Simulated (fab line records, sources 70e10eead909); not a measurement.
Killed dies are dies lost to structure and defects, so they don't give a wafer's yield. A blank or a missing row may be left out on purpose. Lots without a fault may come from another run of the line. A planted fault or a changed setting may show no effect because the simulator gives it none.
A struck lot beside a sound one | flow nand_harc | 11 steps out of a route of 1302
Sound: wafers L644.1, L644.2, L644.5. Struck: wafers L639.2, L639.5, L639.6. The cause comes at the end.
At each step with rows: each side's tool, then ch and its chambers, then its first start. Under that, the readings that differ: sound wafers | struck wafers | difference of the means | sigmas: that difference in standard deviations of wafers without a fault.
alike: readings whose means differ by less than 2 such deviations, and words and numbers that are the same on both sides. not compared: withheld readings, readings that some wafer has no value for, bounds like >300 that may hide the same value, and numbers for which the record gives no deviation and whose values overlap.
The two part at a step that has a row with sigmas, a row that says differs or no value, or rows on one side only. Numbers that don't overlap but have no deviation are shown without sigmas and don't part them. A reading that every wafer of one side lacks parts them only if that side has two wafers or more.

first, 3 steps without rows for these wafers: NHARC_A_STAIRCASE_PEB_439 (peb time 130 s); NHARC_A_STAIRCASE_DEVELOP_440 (time 140 s); NHARC_A_STAIRCASE_HARDBAKE_442 (time 140 s).
NHARC_A_STAIRCASE_DESCUM_443: chemistry O2, time 3 s.
  sound on rie_diel-01 ch 0,1,2, day 23 17:53; struck on rie_diel-06 ch 2,3, day 21 21:08
  alike: drypump_motor_current_A, oes_product_au, rf_vpp_V, showerhead_plenum_p_Torr, throttle_valve_pct
  not compared: rf_hours_counter_h
NHARC_A_STAIRCASE_ETCH_444: etches the open film in C4F8/O2, target depth 20400 nm, time 6800 s.
  sound on rie_diel-01 ch 2,3, day 23 18:38; struck on rie_diel-06 ch 2,3, day 21 21:44
  alike: oes_product_au, rf_vpp_V
  not compared: rf_hours_counter_h
NHARC_A_STAIRCASE_STRIP_446: strips in O2.
  sound on plasma_asher-01 ch 0,1, day 23 22:58; struck on plasma_asher-02 ch 0,1, day 22 01:41
  alike: drypump_motor_current_A, heater_power_w
  not compared: rf_hours_counter_h
then, 3 steps without rows for these wafers: NHARC_A_STAIRCASE_STRIP_447 (strips in SPM, time 900 s); NHARC_A_STAIRCASE_PRECLEAN_448 (cleans in SC1); NHARC_A_STAIRCASE_SRD_449.
NHARC_A_STAIRCASE_CMP_450: polishes SiO2, target thk 200 nm.
  sound on cmp-04 ch 1,3, day 23 23:47; struck on cmp-03 ch 0,3, day 22 02:28
  alike: edge_zone_pressure_frac, motor_current_A, slurry_flow_ml_min
  not compared: pad_life_wafers
NHARC_A_STAIRCASE_CMP_152: polishes.
  sound on cmp-04 ch 1,3, day 23 23:52; struck on cmp-03 ch 0,3, day 22 02:32
  no value came back on the struck wafers for edge_zone_pressure_frac, motor_current_A (A), slurry_flow_ml_min; on the sound wafers edge_zone_pressure_frac reads 0.997 0.998 1.003
  not compared: pad_life_wafers

WHERE THEY PART
Only at NHARC_A_STAIRCASE_CMP_152, within this record.

WHY: what the simulator had put in
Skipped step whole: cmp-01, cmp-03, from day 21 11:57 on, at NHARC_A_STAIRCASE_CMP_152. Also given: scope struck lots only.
